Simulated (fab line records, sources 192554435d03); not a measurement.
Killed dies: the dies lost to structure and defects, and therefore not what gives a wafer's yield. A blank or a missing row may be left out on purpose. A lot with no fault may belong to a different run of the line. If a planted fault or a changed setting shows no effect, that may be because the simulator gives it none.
Chamber matching	flow n5-finfet	N5_BEOL_M13_ETCH_68 on rie-diel-03: 4 sister chambers
The step etches SOC in N2/H2, time 355 s. 14 wafers are shown with their chamber, then 7 later ones without.

## EACH WAFER AND ITS CHAMBER
wafer	chamber	throttle-valve-pct (%)	showerhead-plenum-p-Torr (Torr)	drypump-motor-current-A (A)
L074.3	2	17.91	2.62	6.3
L074.5	3	17.59	2.47	5.9
L074.6	2	17.90	2.62	6.3
L075.2	3	17.57	2.46	5.8
L075.5	3	17.58	2.46	5.8
L075.6	2	17.91	2.62	6.2
L077.2	1	18.04	2.40	6.8
L077.3	3	17.59	2.46	5.8
L077.4	0	18.16	2.64	5.7
L082.2	0	18.16	2.63	5.8
L082.3	2	17.93	2.61	6.3
L082.6	1	18.04	2.40	6.8
L083.1	2	17.93	2.61	6.3
L083.3	0	18.18	2.63	5.8

SIGNATURES (means of the wafers above)
reading	chamber 0	chamber 1	chamber 2	chamber 3	scatter within a chamber
throttle-valve-pct	18.1667	18.0400	17.9160	17.5825	0.0112
showerhead-plenum-p-Torr	2.6333	2.4000	2.6160	2.4625	0.00512
drypump-motor-current-A	5.767	6.800	6.280	5.825	0.0471
Rule: for a wafer and a chamber, the distance is found by dividing, reading by reading, the gap between the wafer's reading and the chamber's mean by the reading's scatter, squaring, summing and taking the root. The wafer belongs to the nearest chamber; if the next one is less than 2 further off, it can't be placed. The scatter: take each reading less its chamber's mean, square it, sum over the shown wafers, divide by the number of wafers less the number of chambers, and take the root.

## WAFERS WHOSE CHAMBER IS MISSING
wafer	throttle-valve-pct (%)	showerhead-plenum-p-Torr (Torr)	drypump-motor-current-A (A)
L083.6	17.61	2.46	5.8
L090.2	18.09	2.39	6.9
L090.3	17.65	2.45	5.8
L090.5	18.21	2.62	5.8
L095.3	18.23	2.62	5.8
L095.5	17.67	2.45	5.8
L095.6	17.60	2.60	6.2

## WHICH CHAMBER EACH WENT THROUGH
wafer	from the rows above	in truth
L083.6	3	3
L090.2	1	1
L090.3	3	3
L090.5	0	0
L095.3	0	0
L095.5	3	3
L095.6	can't be placed: 3 or 2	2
Correct placement for 6 of the 7. From these rows, 1 cannot be placed; in 1 the true chamber is one of the candidates. Number placed wrongly: 0.
